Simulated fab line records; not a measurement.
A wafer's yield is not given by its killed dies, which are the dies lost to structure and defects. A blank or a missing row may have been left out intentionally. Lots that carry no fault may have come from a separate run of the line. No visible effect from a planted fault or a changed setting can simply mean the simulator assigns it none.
fab line records	flow nand-harc
record: lots: 13	wafers: 39	last-day: 32
route steps=1302 shown A_STAIRCASE@812 END@1302
lots with no fault: from the same line, run without faults
start-h: hours from the record's opening day to when the first of the lot's shown wafers began	wait-h: hours from the lot's prior step to this one	" unchanged from the row above	L1.1+2: a single row standing in for several wafers	- no value, or no start given	* or withheld: withheld	< > ~ a bound
route shown NAME@n: a module of which the file shows steps, and the number in the route of the first	usual: mean and standard deviation over wafers with no fault	same: alike in all rows	chamber/n: place in a boat	sites: the reading at each site	_std_site: the standard deviation of these	_edge_site: mean of outer sites minus mean of inner sites	radius-mm: for every site, how far away it sits from the centre of the wafer	mask NAME#n: copy n	behind: the tool/chamber that last shaped the wafer	hold: why the lot went on hold/how many hours it stayed there/how the hold came to an end	device: names the non-switching transistor (n, p or np)	end of line: at the end of the route, the tests of the same wafers	a step with no rows: only its recipe	killed: dies lost to structure and defects at the first sort, not the wafer's yield	map: per-die view of a wafer (x killed, . not killed, _ where there is no die)
set.NAME: the run value of the setting; set.NAME@STEP: its run value at that earlier step	model.NAME: the simulator's own value behind a step, which no gauge read
a sample of lots followed through the steps of the route, with each step as a table and each wafer as a row
services: when a tool's chamber went out of use (start-h, in hours from the record's first day, below 0 if earlier), for how many hours, and the reason
== steps ==
step: NHARC_A_STAIRCASE_ETCH_294
recipe: target-depth-a: 49890	time-s: 1211.6	ion-energy-ev: 800	c4f8-flow-sccm: 80	o2-flow-sccm: 60	ar-flow-sccm: withheld	rf-w: 600	bias-w: 3000	chemistry: C4F8/O2/Ar
usual: chamber-pressure-mTorr: 24.999/0.023	oes-product-au: 0.938/0.017	rf-vpp-V: 1827/13
lot.wafer	tool	chamber	start-h	wait-h	chamber-pressure-mTorr	oes-product-au	rf-hours-counter-h	rf-vpp-V
L390.2	rie-diel-06	0	-	-	24.984	0.923	19	1812
L390.5	"	1	"	"	24.992	0.958	-	1811
L390.6	"	2	"	"	25.025	0.933	-	1823
L393.3	rie-diel-01	2	-	-	25.003	0.923	8	1842
L393.4	"	3	"	"	25.004	0.935	8	1824
L393.6	"	2	"	"	24.971	0.942	-	1841
L395.2	rie-diel-01	2	-	-	25.012	0.949	12	1842
L395.3	"	3	"	"	24.991	0.932	13	1824
L395.5	"	3	"	"	24.968	0.944	-	1825
L396.1	rie-diel-06	2	-	-	24.992	0.930	37	1823
L396.3	"	3	"	"	25.017	0.931	38	1809
L396.5	"	2	"	"	24.994	0.928	-	1823
L401.1	rie-diel-01	3	-	-	24.998	0.922	40	1824
L401.4	"	1	"	"	24.922	0.940	40	1845
L401.6	"	0	"	"	24.988	0.963	-	1836
L402.1	rie-diel-06	0	-	-	25.013	0.924	2	1810
L402.4	"	3	"	"	24.997	0.944	2	1846
L402.6	"	0	"	"	24.997	0.921	-	1812
L403.4	rie-diel-06	1	-	-	24.976	0.935	9	1848
L403.1	"	2	"	"	24.940	0.958	8	1824
L403.6	"	2	"	"	24.977	0.962	-	1822
L404.4	rie-diel-06	1	-	-	25.038	0.951	14	1848
L404.5	"	2	"	"	25.015	0.965	-	1822
L404.6	"	3	"	"	24.993	0.971	-	1846
L405.4	rie-diel-06	0	-	-	24.968	0.923	17	1809
L405.3	"	1	"	"	25.031	0.950	19	1847
L405.5	"	0	"	"	24.996	0.923	-	1808
L406.3	rie-diel-11	3	-	-	24.981	0.935	38	1820
L406.4	"	2	"	"	24.998	0.917	35	1824
L406.5	"	0	"	"	25.008	0.945	-	1820
L410.2	rie-diel-01	0	-	-	24.952	0.931	6	1833
L410.3	"	2	"	"	24.992	0.967	4	1840
L410.5	"	3	"	"	24.996	0.953	-	1822
L411.3	rie-diel-06	0	-	-	25.006	0.912	35	1808
L411.6	"	3	"	"	25.027	0.948	-	1847
L411.5	"	0	"	"	24.984	0.920	-	1808
L412.4	rie-diel-01	2	-	-	25.054	0.949	7	1839
L412.3	"	3	"	"	24.972	0.921	10	1823
L412.1	"	0	"	"	24.974	0.927	11	1834
step: NHARC_A_STAIRCASE_STRIP_316
recipe: o2-flow-sccm: 500	ar-flow-sccm: 0	bias-w: 0	chemistry: O2
usual: chamber-pressure-mTorr: 60.00/0.056	drypump-motor-current-A: 5.6/0.58	oes-product-au: 1.001/0.017	rf-vpp-V: 57.9/0.84	showerhead-plenum-p-Torr: 3.58/0.16	throttle-valve-pct: 17.037/0.01
lot.wafer	tool	chamber	start-h	wait-h	chamber-pressure-mTorr	drypump-motor-current-A	oes-product-au	rf-hours-counter-h	rf-vpp-V	showerhead-plenum-p-Torr	throttle-valve-pct
L390.2	rie-diel-01	3	-	-	60.09	5.7	1.011	1	58.8	3.50	17.054
L390.5	"	1	"	"	59.93	5.3	0.988	-	58.4	3.81	17.047
L390.6	"	2	"	"	60.08	6.7	1.016	-	56.5	3.74	17.034
L393.4	rie-diel-11	0	-	-	60.00	4.7	1.019	51	57.5	3.46	17.046
L393.3	"	2	"	"	59.93	6.0	1.012	49	57.7	3.51	17.036
L393.6	"	3	"	"	59.97	5.5	1.013	-	56.4	3.46	17.053
L395.3	rie-diel-11	2	-	-	59.92	5.9	0.994	1	57.8	3.51	17.020
L395.2	"	3	"	"	59.97	5.5	0.996	1	57.9	3.46	17.038
L395.5	"	3	"	"	60.05	5.5	1.001	-	57.2	3.46	17.034
L396.3	rie-diel-11	3	-	-	59.93	5.5	1.000	1	57.4	3.46	17.053
L396.1	"	2	"	"	60.08	6.0	0.980	1	56.8	3.51	17.017
L396.5	"	0	"	"	60.08	4.7	1.022	-	58.0	3.46	17.046
L401.4	rie-diel-11	1	-	-	59.98	4.9	0.981	17	57.6	3.80	17.024
L401.1	"	0	"	"	59.91	4.7	1.012	24	58.1	3.45	17.033
L401.6	"	1	"	"	59.91	4.9	0.985	-	58.8	3.80	17.052
L402.4	rie-diel-06	0	-	-	59.88	5.8	0.980	5	57.2	3.31	17.025
L402.1	"	1	"	"	59.90	6.0	1.010	6	58.7	3.81	17.051
L402.6	"	0	"	"	59.99	5.7	0.977	-	58.1	3.31	17.046
L403.4	rie-diel-01	1	-	-	60.04	5.2	0.992	52	57.9	3.78	17.048
L403.1	"	0	"	"	59.96	5.8	1.009	46	57.7	3.63	17.032
L403.6	"	1	"	"	60.09	5.2	0.991	-	58.9	3.78	17.032
L404.4	rie-diel-01	1	-	-	59.98	5.3	0.990	55	58.0	3.78	17.025
L404.5	"	0	"	"	60.01	5.8	1.011	-	57.0	3.63	17.037
L404.6	"	1	"	"	59.95	5.2	0.991	-	57.3	3.78	17.032
L405.3	rie-diel-06	2	-	-	59.94	5.6	1.039	21	58.9	3.45	17.025
L405.4	"	0	"	"	60.02	5.7	0.990	-	56.3	3.30	17.053
L405.5	"	1	"	"	59.97	6.0	1.011	-	57.8	3.80	17.041
L406.4	rie-diel-11	0	-	-	60.06	4.7	0.996	41	58.9	3.44	17.050
L406.3	"	3	"	"	60.02	5.5	1.014	41	59.0	3.44	17.042
L406.5	"	0	"	"	60.00	4.7	1.005	-	56.5	3.44	17.051
L410.2	rie-diel-01	0	-	-	59.96	5.8	1.005	8	58.8	3.62	17.043
L410.3	"	3	"	"	60.04	5.8	0.999	8	56.9	3.46	17.035
L410.5	"	0	"	"	60.06	5.9	0.993	-	57.5	3.62	17.030
L411.3	rie-diel-11	2	-	-	59.93	6.0	0.988	47	57.6	3.48	17.053
L411.6	"	0	"	"	59.99	4.7	1.016	-	57.0	3.43	17.037
L411.5	"	1	"	"	59.97	4.9	0.973	-	58.0	3.78	17.034
L412.1	rie-diel-01	3	-	-	60.03	5.7	1.006	13	56.5	3.46	17.029
L412.4	"	0	"	"	60.02	5.8	0.996	14	57.4	3.61	17.037
L412.3	"	1	"	"	60.01	5.3	0.984	10	58.2	3.77	17.030
step: NHARC_A_STAIRCASE_DEP_151
recipe: target-thk-a: 72000	temp-c: 400	target-thk-nm: 7200	teos-flow-sccm: 200	rf-w: 500	material: SiO2
usual: heater-power-outer-w: 387/75	heater-power-w: 658/110
lot.wafer	tool	chamber	start-h	wait-h	heater-power-outer-w	heater-power-w
L390.2	pecvd-01	0	415.98	0.5	321	542
L390.6	"	2	"	"	362	688
L390.5	"	1	"	"	421	749
L393.3	pecvd-02	2	441.48	0.5	400	643
L393.6	"	1	"	"	415	690
L393.4	"	2	"	"	335	579
L396.3	pecvd-02	0	460.44	0.4	361	645
L396.1	"	1	"	"	546	861
L396.5	"	0	"	"	290	540
L395.2	pecvd-01	1	460.53	0.5	558	867
L395.3	"	2	"	"	487	821
L395.5	"	0	"	"	320	527
L401.1	pecvd-02	0	522.01	0.5	376	670
L401.4	"	0	"	"	289	535
L401.6	"	1	"	"	429	696
L402.1	pecvd-01	1	526.31	0.5	454	783
L402.6	"	0	"	"	327	534
L402.4	"	2	"	"	324	628
L403.1	pecvd-02	2	543.31	0.6	390	668
L403.6	"	1	"	"	421	698
L403.4	"	2	"	"	343	560
L404.5	pecvd-02	2	551.73	0.7	334	569
L404.4	"	0	"	"	291	558
L404.6	"	1	"	"	428	690
L405.3	pecvd-01	1	565.73	0.6	528	839
L405.4	"	0	"	"	333	540
L405.5	"	1	"	"	464	772
L406.3	pecvd-02	2	577.18	0.5	368	614
L406.4	"	1	"	"	424	692
L406.5	"	0	"	"	279	539
L410.3	pecvd-03	0	604.73	0.6	251	466
L410.2	"	2	"	"	420	726
L410.5	"	1	"	"	333	550
L411.3	pecvd-01	1	604.75	0.6	496	803
L411.6	"	2	"	"	329	599
L411.5	"	0	"	"	326	534
L412.3	pecvd-01	0	621.48	0.4	412	641
L412.1	"	1	"	"	470	772
L412.4	"	0	"	"	325	540
step: NHARC_A_STAIRCASE_DEP_325
recipe: target-thk-a: 72000	temp-c: 400	target-thk-nm: 7200	teos-flow-sccm: 200	rf-w: 500	material: SiO2
usual: heater-power-outer-w: 387/80	heater-power-w: 655/110
lot.wafer	tool	chamber	start-h	wait-h	heater-power-outer-w	heater-power-w
L390.2	pecvd-01	2	431.84	0.1	478	822
L390.5	"	0	"	"	324	535
L390.6	"	1	"	"	413	719
L393.3	pecvd-02	2	459.88	0.2	-	-
L393.4	"	1	"	"	-	-
L393.6	"	2	"	"	-	-
L395.2	pecvd-03	0	477.84	0.1	-	-
L395.3	"	2	"	"	-	-
L395.5	"	0	"	"	-	-
L396.1	pecvd-02	1	477.84	0.1	-	-
L396.3	"	2	"	"	-	-
L396.5	"	1	"	"	-	-
L402.1	pecvd-01	0	543.33	0.2	329	548
L402.6	"	0	"	"	331	519
L402.4	"	1	"	"	450	758
L401.1	pecvd-03	0	543.43	0.3	292	539
L401.4	"	1	"	"	355	549
L401.6	"	0	"	"	242	454
L403.1	pecvd-01	0	558.57	0.2	335	541
L403.4	"	2	"	"	325	618
L403.6	"	0	"	"	322	534
L404.5	pecvd-02	0	569.49	0.4	283	530
L404.6	"	1	"	"	424	697
L404.4	"	2	"	"	329	565
L405.3	pecvd-02	0	580.98	0.1	325	615
L405.4	"	1	"	"	415	686
L405.5	"	2	"	"	329	567
L406.3	pecvd-03	2	596.22	0.2	513	830
L406.4	"	1	"	"	328	540
L406.5	"	0	"	"	250	465
L410.3	pecvd-02	2	620.72	0.3	408	668
L410.2	"	0	"	"	333	608
L410.5	"	1	"	"	443	708
L411.3	pecvd-03	1	620.88	0.4	384	614
L411.6	"	0	"	"	252	459
L411.5	"	1	"	"	331	542
L412.3	pecvd-01	1	636.82	0.2	552	879
L412.1	"	2	"	"	454	761
L412.4	"	0	"	"	325	539
step: NHARC_END_SORT_01
recipe: temp-c: 25
usual: killed-at-array: 54/12	killed-at-other: 0.7/1.1	killed-at-periphery: 3.9/2.8	killed-dies: 59/13	killed-open: 3.4/2	killed-short: 2.5/1.7
same: gross-dies: 677
lot.wafer	tool	chamber	start-h	wait-h	killed-at-array	killed-at-other	killed-at-periphery	killed-dies	killed-open	killed-short
L393.3	prober-02	0	600.97	3.1	672	1	4	677	3	2
L393.4	prober-02	0	601.76	3.4	676	0	1	677	2	3
L393.6	prober-02	0	603.36	4.0	675	1	1	677	1	3
L396.1	prober-01	0	622.73	2.6	674	0	3	677	4	1
L396.3	prober-01	0	624.33	3.1	671	2	4	677	2	1
L396.5	prober-01	0	625.93	3.7	669	2	6	677	2	4
L395.2	prober-02	0	623.46	2.8	674	1	2	677	4	4
L395.3	prober-02	0	624.26	3.1	672	0	5	677	4	2
L395.5	prober-02	0	625.84	3.7	674	2	1	677	3	2
L403.1	prober-02	0	698.86	2.5	49	0	4	53	4	4
L403.4	prober-02	0	701.23	3.4	46	0	3	49	5	4
L403.6	prober-02	0	702.80	3.9	50	0	3	53	2	3
L404.4	prober-01	0	710.46	3.4	70	0	7	77	5	4
L404.5	prober-01	0	711.26	3.7	54	1	4	59	2	3
L404.6	prober-01	0	712.05	4.0	58	0	5	63	3	1
L405.3	prober-02	0	728.85	3.1	59	1	0	60	2	2
L405.4	prober-02	0	729.65	3.4	51	2	0	53	2	2
L405.5	prober-02	0	730.45	3.7	64	0	2	66	6	1
L406.3	prober-02	0	736.62	3.1	68	0	2	70	5	5
L406.4	prober-02	0	737.42	3.4	61	1	4	66	3	3
L406.5	prober-02	0	738.21	3.7	58	0	2	60	3	2
killed by level:class
L393.3 A_STAIRCASE:area-dep=634 A_SLIT:chamber-film-flake=19 A_CHANNEL_HOLE_D2:chamber-film-flake=5 A_CONTACT:chamber-film-flake=5 A_STAIRCASE:chamber-film-flake=3 A_ONON_D1:geometric-particle:short=2 P_GATE:chamber-film-flake=2 A_CHANNEL_HOLE_D1:chamber-film-flake=2
L393.4 A_STAIRCASE:area-dep=633 A_SLIT:chamber-film-flake=23 A_CHANNEL_HOLE_D2:chamber-film-flake=7 A_CONTACT:chamber-film-flake=5 A_CHANNEL_HOLE_D1:chamber-film-flake=3 P_GATE:geometric-particle:open=1 A_CHANNEL_FILL_D1:geometric-particle:short=1 A_CHANNEL_FILL_D2:geometric-particle:open=1
L393.6 A_STAIRCASE:area-dep=633 A_SLIT:chamber-film-flake=17 A_CHANNEL_HOLE_D2:chamber-film-flake=12 A_CONTACT:chamber-film-flake=7 A_CHANNEL_HOLE_D1:chamber-film-flake=3 P_CONTACT:geometric-particle:open=1 A_CHANNEL_FILL_D1:geometric-particle:short=1 A_SGD_CUT:geometric-particle:short=1
L396.1 A_STAIRCASE:area-dep=590 A_CHANNEL_HOLE_D1:chamber-film-flake=31 A_CHANNEL_HOLE_D2:chamber-film-flake=25 A_STAIRCASE:chamber-film-flake=8 A_CONTACT:chamber-film-flake=8 A_BONDPAD:chamber-film-flake=4 A_M1:chamber-film-flake=2 P_M0:geometric-particle:open=1
L395.2 A_STAIRCASE:area-dep=623 A_SLIT:chamber-film-flake=22 A_CHANNEL_HOLE_D2:chamber-film-flake=11 A_STAIRCASE:chamber-film-flake=5 A_CHANNEL_HOLE_D1:chamber-film-flake=4 P_M0:geometric-particle:short=1 A_SOURCE_PLATE:geometric-particle:open=1 A_CHANNEL_FILL_D1:geometric-particle:short=1
L395.3 A_STAIRCASE:area-dep=622 A_SLIT:chamber-film-flake=22 A_STAIRCASE:chamber-film-flake=11 A_CHANNEL_HOLE_D2:chamber-film-flake=7 A_CHANNEL_HOLE_D1:chamber-film-flake=3 A_WL_FILL:geometric-particle:open=2 P_STI:chamber-film-flake=2 A_BONDPAD:chamber-film-flake=2
L396.3 A_STAIRCASE:area-dep=608 A_CHANNEL_HOLE_D1:chamber-film-flake=24 A_CHANNEL_HOLE_D2:chamber-film-flake=18 A_CONTACT:chamber-film-flake=6 A_BONDPAD:chamber-film-flake=5 A_CHANNEL_FILL_D2:chamber-film-flake=2 A_STAIRCASE:chamber-film-flake=2 A_SLIT:chamber-film-flake=2
L395.5 A_STAIRCASE:area-dep=622 A_SLIT:chamber-film-flake=24 A_CHANNEL_HOLE_D2:chamber-film-flake=13 A_BONDPAD:chamber-film-flake=4 A_STAIRCASE:chamber-film-flake=3 A_CHANNEL_HOLE_D1:chamber-film-flake=2 A_CONTACT:chamber-film-flake=2 THIN_TSV:chamber-film-flake=2
L396.5 A_STAIRCASE:area-dep=591 A_CHANNEL_HOLE_D1:chamber-film-flake=32 A_CHANNEL_HOLE_D2:chamber-film-flake=27 A_CONTACT:chamber-film-flake=6 P_M0:chamber-film-flake=5 A_STAIRCASE:chamber-film-flake=3 A_BONDPAD:chamber-film-flake=3 A_M1:chamber-film-flake=2
L403.1 A_CHANNEL_HOLE_D2:chamber-film-flake=23 A_CHANNEL_HOLE_D1:chamber-film-flake=7 A_STAIRCASE:chamber-film-flake=3 A_SLIT:chamber-film-flake=3 P_M0:geometric-particle:open=2 A_CHANNEL_FILL_D2:chamber-film-flake=2 A_WL_FILL:chamber-film-flake=2 A_BLC:chamber-film-flake=2
L403.4 A_CHANNEL_HOLE_D2:chamber-film-flake=13 A_CHANNEL_HOLE_D1:chamber-film-flake=10 A_SLIT:chamber-film-flake=5 A_CONTACT:chamber-film-flake=5 A_STAIRCASE:chamber-film-flake=4 P_GATE:geometric-particle:open=2 A_WL_FILL:geometric-particle:open=2 A_BLC:chamber-film-flake=2
L403.6 A_CHANNEL_HOLE_D2:chamber-film-flake=17 A_CHANNEL_HOLE_D1:chamber-film-flake=8 A_STAIRCASE:chamber-film-flake=7 A_BLC:chamber-film-flake=4 A_CONTACT:chamber-film-flake=3 A_ZERO_WELL:chamber-film-flake=2 A_DECK1_JOINT:chamber-film-flake=2 A_CHANNEL_FILL_D2:chamber-film-flake=2
L404.4 A_CHANNEL_HOLE_D1:chamber-film-flake=31 A_SLIT:chamber-film-flake=22 P_M2:chamber-film-flake=5 A_CHANNEL_HOLE_D1:geometric-particle:short=3 A_CHANNEL_FILL_D1:chamber-film-flake=2 A_BLC:chamber-film-flake=2 P_CONTACT:geometric-particle:open=1 A_ONON_D1:geometric-particle:open=1
L404.5 A_CHANNEL_HOLE_D1:chamber-film-flake=27 A_SLIT:chamber-film-flake=18 P_M2:chamber-film-flake=2 A_DECK1_JOINT:chamber-film-flake=2 A_DECK1_JOINT:geometric-particle:short=1 A_CHANNEL_FILL_D2:geometric-particle:short=1 A_SGD_CUT:geometric-particle:short=1 A_WL_FILL:geometric-particle:open=1
L404.6 A_CHANNEL_HOLE_D1:chamber-film-flake=25 A_SLIT:chamber-film-flake=21 P_M2:chamber-film-flake=5 A_CHANNEL_FILL_D1:geometric-particle:open=2 A_DECK1_JOINT:chamber-film-flake=2 A_WL_FILL:chamber-film-flake=2 A_BLC:chamber-film-flake=2 A_ONON_D1:geometric-particle:short=1
L405.3 A_SLIT:chamber-film-flake=24 A_CHANNEL_HOLE_D2:chamber-film-flake=15 A_CHANNEL_HOLE_D1:chamber-film-flake=10 A_CONTACT:chamber-film-flake=3 A_STAIRCASE:chamber-film-flake=2 A_ONON_D1:geometric-particle:short=1 A_ONON_D1:geometric-particle:open=1 A_CHANNEL_FILL_D2:geometric-particle:open=1
L405.4 A_SLIT:chamber-film-flake=15 A_CHANNEL_HOLE_D2:chamber-film-flake=12 A_CHANNEL_HOLE_D1:chamber-film-flake=10 A_CONTACT:chamber-film-flake=3 A_CHANNEL_FILL_D1:chamber-film-flake=3 A_STAIRCASE:chamber-film-flake=2 A_WL_FILL:chamber-film-flake=2 THIN_TSV:chamber-film-flake=2
L405.5 A_SLIT:chamber-film-flake=33 A_CHANNEL_HOLE_D2:chamber-film-flake=14 A_CHANNEL_HOLE_D1:chamber-film-flake=4 A_CONTACT:chamber-film-flake=4 P_GATE:geometric-particle:open=1 A_DECK1_JOINT:geometric-particle:open=1 A_ONON_D2:geometric-particle:open=1 A_WL_FILL:geometric-particle:open=1
L406.3 A_CHANNEL_HOLE_D2:chamber-film-flake=26 A_SLIT:chamber-film-flake=20 A_CHANNEL_HOLE_D1:chamber-film-flake=5 A_CONTACT:chamber-film-flake=4 A_ONON_D1:geometric-particle:open=2 A_M0:geometric-particle:short=2 A_DECK1_JOINT:chamber-film-flake=2 P_GATE:geometric-particle:open=1
L406.4 A_SLIT:chamber-film-flake=25 A_CHANNEL_HOLE_D2:chamber-film-flake=18 A_CHANNEL_HOLE_D1:chamber-film-flake=5 A_CONTACT:chamber-film-flake=5 A_DECK1_JOINT:chamber-film-flake=3 P_CONTACT:geometric-particle:open=1 P_M0:geometric-particle:short=1 A_SOURCE_PLATE:geometric-particle:short=1
L406.5 A_SLIT:chamber-film-flake=23 A_CHANNEL_HOLE_D2:chamber-film-flake=13 A_CHANNEL_HOLE_D1:chamber-film-flake=12 A_CONTACT:chamber-film-flake=5 P_M0:geometric-particle:open=2 A_SOURCE_PLATE:geometric-particle:short=1 A_DECK1_JOINT:geometric-particle:short=1 A_DECK1_JOINT:geometric-particle:open=1
== services ==
tool	chamber	start-h	hours	kind
pecvd-03	-	366.93	13.0	pm
pecvd-02	1	373.11	2.2	repair
rie-diel-01	-	382.14	9.0	pm
pecvd-02	-	408.16	13.0	pm
pecvd-02	0	408.16	13.0	vent-cycle
pecvd-02	1	408.16	13.0	vent-cycle
pecvd-02	2	408.16	13.0	vent-cycle
pecvd-02	0	421.16	-	clean
pecvd-02	1	421.16	-	clean
rie-diel-11	-	434.35	9.0	pm
rie-diel-01	0	441.28	19.2	repair
rie-diel-01	2	464.25	5.7	repair
rie-diel-06	0	471.24	7.3	repair
pecvd-03	1	479.31	8.4	repair
rie-diel-06	-	484.20	9.0	pm
pecvd-01	-	492.07	13.0	pm
pecvd-03	0	504.16	5.4	repair
pecvd-03	-	547.93	13.0	pm
pecvd-02	-	552.46	1.6	repair
rie-diel-01	-	559.14	9.0	pm
pecvd-01	-	567.02	2.1	repair
pecvd-02	-	589.16	13.0	pm
rie-diel-11	-	611.35	9.0	pm
pecvd-03	-	625.09	0.6	repair
== key ==
first-sign: step: NHARC_A_STAIRCASE_DEP_325	reading: tool-record	direction: missing
effect: step: NHARC_END_SORT_01	reading: killed-at-array	direction: up	sigmas: 50	usual: 54	struck: 673
more-kills-born-at: NHARC_A_STAIRCASE_DEP_325@pecvd-02: 3689	NHARC_A_STAIRCASE_DEP_325@pecvd-03: 1867
met-at NHARC_A_STAIRCASE_DEP_325
struck-lots L393,L395,L396
later-rows-left-out L393.3,L393.4,L393.6,L395.2,L395.3,L395.5,L396.1,L396.3,L396.5
tester-left-out L393,L395,L396
not-acting-at NHARC_A_STAIRCASE_ETCH_294,NHARC_A_STAIRCASE_STRIP_316,NHARC_A_STAIRCASE_DEP_151
fault: kind: skipped-step-whole	tool: pecvd-02,pecvd-03	chamber: -	onset-h: 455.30	steps: NHARC_A_STAIRCASE_DEP_325	scope: struck-lots-only
tester-left-out: of these lots the tester's yield and bins aren't shown, on N5 and GAA mostly nor the transistor test; their killed dies are dies lost to structure and defects alone, not to doping, threshold or leakage, so they don't give the yield
later-rows-left-out: the simulator's readings of these wafers behind a module that went badly wrong aren't trusted and aren't shown, but for the sort
